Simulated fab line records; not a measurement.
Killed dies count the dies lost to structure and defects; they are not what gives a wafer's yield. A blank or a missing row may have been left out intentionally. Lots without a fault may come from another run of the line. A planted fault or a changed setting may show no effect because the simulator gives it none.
What tool caused it? | flow n5-finfet | 72 wafers from 24 lots sampled at 5 of the route's 1938 steps

WHAT THE GAUGES SHOWED, per wafer
N5_BEOL_M3_INSPECT_59: inspects for defects (darkfield).
lot  | measured     | on                | raw-defect-count
L074 | day 7 14:22  | defect-inspect-01 | 90 122 101
L077 | day 7 18:11  | defect-inspect-02 | 144 86 69
L075 | day 7 19:23  | defect-inspect-01 | 45 74 77
L076 | day 7 22:32  | defect-inspect-01 | 75 123 91
L079 | day 8 21:08  | defect-inspect-02 | 81 94 58
L080 | day 8 23:58  | defect-inspect-02 | 75 80 98
L078 | day 9 01:01  | defect-inspect-01 | 51 51 102
L081 | day 9 01:42  | defect-inspect-01 | 80 64 43
L082 | day 9 02:44  | defect-inspect-01 | 50 74 46
L083 | day 9 10:38  | defect-inspect-01 | 52 55 65
L084 | day 9 12:54  | defect-inspect-02 | 68 52 92
L085 | day 10 06:29 | defect-inspect-02 | 52 85 56
L086 | day 10 10:53 | defect-inspect-02 | 82 73 57
L087 | day 10 21:13 | defect-inspect-02 | 55 62 46
L088 | day 11 03:05 | defect-inspect-02 | 75 77 62
L090 | day 11 06:41 | defect-inspect-01 | 87 100 82
L089 | day 11 13:22 | defect-inspect-02 | 72 73 57
L091 | day 11 15:29 | defect-inspect-02 | 45 54 51
L092 | day 11 18:47 | defect-inspect-02 | 77 61 103
L093 | day 12 05:16 | defect-inspect-02 | 72 105 94
L094 | day 12 11:23 | defect-inspect-02 | 51 59 65
L095 | day 12 17:49 | defect-inspect-01 | 116 92 78
L096 | day 13 00:36 | defect-inspect-02 | 65 60 67
L097 | day 13 06:08 | defect-inspect-02 | 100 92 80

N5_BEOL_M4_OVL_MEAS_12.
lot  | measured     | on         | M4_OVL (nm)
L074 | day 7 17:02  | overlay-01 | -0.2 -0.5 -0.8
L077 | day 7 19:16  | overlay-02 | -0.3 -0.3 -0.4
L075 | day 7 20:38  | overlay-01 | -1.0 -1.5 0.0
L076 | day 8 00:03  | overlay-02 | -0.1 -0.1 0.7
L079 | day 8 22:24  | overlay-01 | -0.2 0.1 0.8
L080 | day 9 01:14  | overlay-01 | -0.8 0.6 -0.4
L078 | day 9 01:38  | overlay-01 | 0.3 -0.5 -0.1
L081 | day 9 03:49  | overlay-02 | -1.3 -0.6 0.2
L082 | day 9 04:14  | overlay-02 | 0.5 -0.3 -0.3
L083 | day 9 11:31  | overlay-01 | 0.5 -0.5 -0.7
L084 | day 9 14:05  | overlay-01 | 0.3 0.0 1.5
L085 | day 10 09:15 | overlay-02 | -1.2 -1.7 -0.1
L086 | day 10 13:38 | overlay-01 | -1.1 -0.2 -0.3
L087 | day 10 21:50 | overlay-01 | 0.1 0.4 -0.2
L088 | day 11 04:04 | overlay-01 | -0.2 0.1 -1.0
L090 | day 11 08:23 | overlay-02 | -1.0 -2.0 -1.0
L089 | day 11 14:58 | overlay-02 | -0.3 -0.9 -0.3
L091 | day 11 19:04 | overlay-01 | -0.4 -1.1 0.2
L092 | day 11 19:40 | overlay-01 | 1.5 0.6 -0.7
L093 | day 12 08:08 | overlay-01 | 0.4 -0.5 0.6
L094 | day 12 13:53 | overlay-02 | -0.4 -0.5 0.4
L095 | day 12 19:06 | overlay-01 | -1.6 -1.1 -1.3
L096 | day 13 02:56 | overlay-01 | -0.5 -0.9 -0.8
L097 | day 13 08:56 | overlay-01 | -1.0 0.5 -1.2

N5_BEOL_M4_CD_MEAS_18: pitch 36 nm, target cd 18 nm.
lot  | measured     | on        | cd-nm (nm)
L074 | day 7 17:34  | cd-sem-03 | 17.65 18.14 17.99
L077 | day 7 19:55  | cd-sem-01 | 18.42 17.88 18.01
L075 | day 7 21:13  | cd-sem-01 | 18.90 18.35 18.44
L076 | day 8 00:53  | cd-sem-02 | 17.97 17.67 17.77
L079 | day 8 23:40  | cd-sem-02 | 17.48 17.74 17.69
L080 | day 9 03:14  | cd-sem-01 | 18.28 17.69 18.16
L078 | day 9 03:45  | cd-sem-03 | 17.73 17.49 17.55
L081 | day 9 05:35  | cd-sem-03 | 18.19 18.19 18.10
L082 | day 9 07:05  | cd-sem-01 | 17.79 18.06 17.84
L083 | day 9 12:31  | cd-sem-01 | 18.22 18.11 18.39
L084 | day 9 14:41  | cd-sem-03 | 18.08 17.74 17.91
L085 | day 10 10:16 | cd-sem-03 | 18.18 18.41 18.43
L086 | day 10 14:39 | cd-sem-03 | 17.87 17.87 18.42
L087 | day 10 22:36 | cd-sem-02 | 17.97 18.21 17.70
L088 | day 11 04:35 | cd-sem-02 | 18.15 18.21 18.28
L090 | day 11 08:56 | cd-sem-02 | 18.01 18.18 18.31
L089 | day 11 16:21 | cd-sem-01 | 18.12 18.18 18.03
L091 | day 11 19:35 | cd-sem-02 | 17.79 17.98 18.07
L092 | day 11 20:13 | cd-sem-03 | 18.26 18.36 17.82
L093 | day 12 08:50 | cd-sem-02 | 18.19 18.15 18.43
L094 | day 12 14:29 | cd-sem-01 | 18.19 18.23 18.12
L095 | day 12 19:38 | cd-sem-01 | 18.51 17.92 17.97
L096 | day 13 03:33 | cd-sem-02 | 17.79 17.75 18.24
L097 | day 13 09:34 | cd-sem-02 | 18.02 18.35 18.41

N5_BEOL_M4_RS_MEAS_58: the measuring method here is four-point-probe.
lot  | measured     | on            | M4_RS (ohm/sq)
L074 | day 8 00:03  | film-metro-02 | 0.657 0.644 0.636
L077 | day 8 05:02  | film-metro-02 | 0.637 0.632 0.624
L075 | day 8 05:11  | film-metro-01 | 0.651 0.727 0.727
L076 | day 8 09:58  | film-metro-01 | 0.667 0.651 0.735
L079 | day 9 07:35  | film-metro-02 | 0.643 0.671 0.623
L080 | day 9 09:29  | film-metro-01 | 0.651 0.655 0.656
L078 | day 9 11:11  | film-metro-01 | 0.628 0.702 0.676
L081 | day 9 13:42  | film-metro-01 | 0.685 0.703 0.671
L082 | day 9 14:23  | film-metro-01 | 0.659 0.650 0.658
L083 | day 9 19:13  | film-metro-01 | 0.629 0.677 0.691
L084 | day 9 22:46  | film-metro-02 | 0.629 0.651 0.634
L085 | day 10 17:50 | film-metro-02 | 0.634 0.665 0.646
L086 | day 10 21:05 | film-metro-02 | 0.634 0.701 0.673
L087 | day 11 07:08 | film-metro-01 | 0.634 0.659 0.748
L088 | day 11 11:45 | film-metro-01 | 0.645 0.667 0.654
L090 | day 11 15:34 | film-metro-01 | 0.643 0.616 0.655
L089 | day 11 23:20 | film-metro-01 | 0.652 0.663 0.696
L091 | day 12 04:17 | film-metro-01 | 0.679 0.662 0.667
L092 | day 12 07:03 | film-metro-02 | 0.626 0.627 0.629
L093 | day 12 17:04 | film-metro-01 | 0.651 0.628 0.656
L094 | day 12 22:26 | film-metro-01 | 0.616 0.620 0.657
L095 | day 13 01:07 | film-metro-01 | 0.663 0.700 0.724
L096 | day 13 13:37 | film-metro-02 | 0.681 0.697 0.670
L097 | day 13 18:31 | film-metro-01 | 0.684 0.669 0.656

WHAT TOOL EACH LOT RAN ON (gives the tool, then ch and the chambers of the sampled wafers, and finally the start)
lot  | N5_BEOL_M3_SPUTTER_92
L074 | pvd-sputter-01, day 7 12:50
L077 | pvd-sputter-01, day 7 16:07
L075 | pvd-sputter-02, day 7 17:41
L076 | pvd-sputter-02, day 7 20:58
L079 | pvd-sputter-01, day 8 19:05
L080 | pvd-sputter-01, day 8 22:20
L078 | pvd-sputter-03, day 8 23:31
L081 | pvd-sputter-01, day 9 00:11
L082 | pvd-sputter-02, day 9 01:08
L083 | pvd-sputter-03, day 9 09:01
L084 | pvd-sputter-01, day 9 11:23
L085 | pvd-sputter-02, day 10 04:53
L086 | pvd-sputter-01, day 10 09:18
L087 | pvd-sputter-02, day 10 19:41
L088 | pvd-sputter-02, day 11 01:28
L090 | pvd-sputter-01, day 11 05:09
L089 | pvd-sputter-01, day 11 11:51
L091 | pvd-sputter-02, day 11 13:58
L092 | pvd-sputter-02, day 11 17:16
L093 | pvd-sputter-02, day 12 03:43
L094 | pvd-sputter-03, day 12 09:50
L095 | pvd-sputter-02, day 12 16:18
L096 | pvd-sputter-03, day 12 23:04
L097 | pvd-sputter-03, day 13 04:35
- N5_BEOL_M3_SPUTTER_92: material Cu, target thk 4.5 nm, time 8.29 s.

WHAT THE TOOLS THEMSELVES READ (means of the sampled wafers that have a number; where no wafer has one, the mark that the record gives instead)
N5_BEOL_M3_SPUTTER_92.
lot  | tool           | throttle-valve-pct (%)
L074 | pvd-sputter-01 | 30.2
L077 | pvd-sputter-01 | 29.6
L075 | pvd-sputter-02 | 29.6
L076 | pvd-sputter-02 | 29.5
L079 | pvd-sputter-01 | 30.2
L080 | pvd-sputter-01 | 29.4
L078 | pvd-sputter-03 | 30.7
L081 | pvd-sputter-01 | 29.7
L082 | pvd-sputter-02 | 29.5
L083 | pvd-sputter-03 | 30.4
L084 | pvd-sputter-01 | 29.1
L085 | pvd-sputter-02 | 29.2
L086 | pvd-sputter-01 | 30.0
L087 | pvd-sputter-02 | 29.4
L088 | pvd-sputter-02 | 29.1
L090 | pvd-sputter-01 | 29.7
L089 | pvd-sputter-01 | 29.8
L091 | pvd-sputter-02 | 28.9
L092 | pvd-sputter-02 | 29.7
L093 | pvd-sputter-02 | 29.6
L094 | pvd-sputter-03 | 31.2
L095 | pvd-sputter-02 | 29.1
L096 | pvd-sputter-03 | 31.3
L097 | pvd-sputter-03 | 30.0

THE ANSWER, worked out from the rows above alone
Rule: the usual values come from the lots themselves. The widest of any qualifying gaps counts: lots, ordered by their means at a reading, are off when they make up no more than a third of the lots, leave a main group of 4 or more, and stand apart from it by 3 or more times the standard deviation of that group's means. A main group whose means are all the same, to the digits that the tables above print for the reading, isn't used. Also off: a lot with no number at a reading for which 4 or more lots have one. Any other lot the step has rows for is counted as sound. Order of review: gauges by route order, followed by the tools' own readings, for which a lot's mean as printed above is used. The first step at which some lot is off is used, and at that step the reading that is off furthest; a lot without a number counts as furthest.
None of the lots is off at any reading shown; this tells nothing.

WHAT WAS PUT IN BY THE SIMULATOR
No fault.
